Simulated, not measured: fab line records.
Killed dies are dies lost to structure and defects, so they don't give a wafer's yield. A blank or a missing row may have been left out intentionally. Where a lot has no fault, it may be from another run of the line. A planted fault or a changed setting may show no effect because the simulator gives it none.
What tool caused it? / flow n5_finfet / Sampling: 11 lots, 31 wafers, 2 of 1938 route steps

== WHAT THE GAUGES SHOWED, per wafer ==
N5_BEOL_M8_OVL_MEAS_12.
lot=L372; measured=day 9 01:38; on=overlay-01; M8_OVL (nm)=-1.1 0.3 -0.4
lot=L373; measured=day 9 07:57; on=overlay-02; M8_OVL (nm)=-0.7 0.7 0.0
lot=L376; measured=day 10 13:57; on=overlay-01; M8_OVL (nm)=0.0 -0.6 -1.5
lot=L378; measured=day 11 00:22; on=overlay-01; M8_OVL (nm)=0.3 0.2 1.3
lot=L382; measured=day 11 23:36; on=overlay-01; M8_OVL (nm)=0.4 0.5 0.3
lot=L389; measured=day 14 03:40; on=overlay-01; M8_OVL (nm)=-2.0 -2.6 -1.3
lot=L391; measured=day 14 11:29; on=overlay-01; M8_OVL (nm)=-1.0 0.4 -0.8
lot=L392; measured=day 14 14:17; on=overlay-02; M8_OVL (nm)=-0.5 -0.8
lot=L390; measured=day 15 06:43; on=overlay-01; M8_OVL (nm)=-0.5 -0.9
lot=L394; measured=day 15 12:29; on=overlay-02; M8_OVL (nm)=-0.2 -0.6 -1.0
lot=L395; measured=day 16 05:04; on=overlay-02; M8_OVL (nm)=-1.5 0.0 -1.2

== EACH LOT AND THE TOOL THAT RAN IT (in order: tool; ch and the chambers of the sampled wafers; start) ==
lot=L372; N5_BEOL_M8_PECVD_70=pecvd-01 ch 0,1,2, day 8 23:30
lot=L373; N5_BEOL_M8_PECVD_70=pecvd-04 ch 1,2, day 9 06:20
lot=L376; N5_BEOL_M8_PECVD_70=pecvd-04 ch 0,1, day 10 12:19
lot=L378; N5_BEOL_M8_PECVD_70=pecvd-01 ch 0,1, day 10 23:02
lot=L382; N5_BEOL_M8_PECVD_70=pecvd-04 ch 0,2, day 11 22:31
lot=L389; N5_BEOL_M8_PECVD_70=pecvd-02 ch 0,2, day 14 02:55
lot=L391; N5_BEOL_M8_PECVD_70=pecvd-01 ch 1,2, day 14 10:59
lot=L392; N5_BEOL_M8_PECVD_70=pecvd-01 ch 1,2, day 14 12:15
lot=L390; N5_BEOL_M8_PECVD_70=pecvd-04 ch 0, day 15 03:47
lot=L394; N5_BEOL_M8_PECVD_70=pecvd-04 ch 0,1,2, day 15 10:47
lot=L395; N5_BEOL_M8_PECVD_70=pecvd-02 ch 0,1,2, day 16 02:44
- N5_BEOL_M8_PECVD_70: deposits SiO2 from TEOS/O2, target thk 20 nm, time 22.7 s.

== THE ANSWER, worked out from the rows above alone ==
Rule: usual is defined by the lots themselves. Put in order of their means at a reading, lots are off if they are a third of the lots or fewer, leave a main group of 4 or more, and stand apart from it by a gap of 3 or more times the standard deviation of the main group's means; of several such gaps the widest counts. A main group is skipped when, at the precision printed for the reading in the tables above, its means are all equal. Also off: a lot with no number at a reading for which 4 or more lots have one. The other lots that the step has rows for count as sound.
No lot is off on any of the readings shown, so nothing can be concluded from this.

== WHAT HAD BEEN PUT IN BY THE SIMULATOR ==
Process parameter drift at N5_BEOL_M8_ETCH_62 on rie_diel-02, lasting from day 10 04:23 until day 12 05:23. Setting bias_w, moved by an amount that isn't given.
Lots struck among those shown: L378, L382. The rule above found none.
